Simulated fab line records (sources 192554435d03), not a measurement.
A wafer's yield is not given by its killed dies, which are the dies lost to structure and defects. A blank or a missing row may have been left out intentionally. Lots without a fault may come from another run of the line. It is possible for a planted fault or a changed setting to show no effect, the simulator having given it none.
Matching of chambers ; flow n5Finfet ; 3 sister chambers for N5_BEOL_M5_CO_CAP_78 on cvdCo-02
The step material Co, precursor CCTBA/H2, target thk 2 nm, time 102.1 s. 3 wafers are shown with their chamber, then 7 later ones without.

WAFERS, EACH WITH ITS CHAMBER
wafer;chamber;heaterPowerW (W)
L103.3;0;226
L109.3;1;199
L109.5;2;253

WAFERS WHOSE CHAMBER IS MISSING
wafer;heaterPowerW (W)
L115.1;254
L115.2;223
L115.5;251
L118.1;231
L119.5;248
L120.1;252
L120.5;251

THE CHAMBER EACH PASSED THROUGH
wafer;from the rows above;in truth
L115.1;2;2
L115.2;0;0
L115.5;2;2
L118.1;0;0
L119.5;2;2
L120.1;2;2
L120.5;2;2
Placed correctly: 7 of 7. Can't be placed from these rows: 0. Placed wrongly: 0.
How it was worked out, from the rows above alone: a wafer's distance from a chamber is the root of the sum, over the readings, of the square of ((its reading less the chamber's mean) divided by the reading's scatter). If the next closest chamber is less than 2 further off than the closest, the wafer can't be placed; otherwise it belongs to the closest. For every chamber, the mean is computed from those of its wafers that are shown. The scatter: root of mean squared gap, hidden wafer to nearest shown wafer, with one shown wafer a chamber.
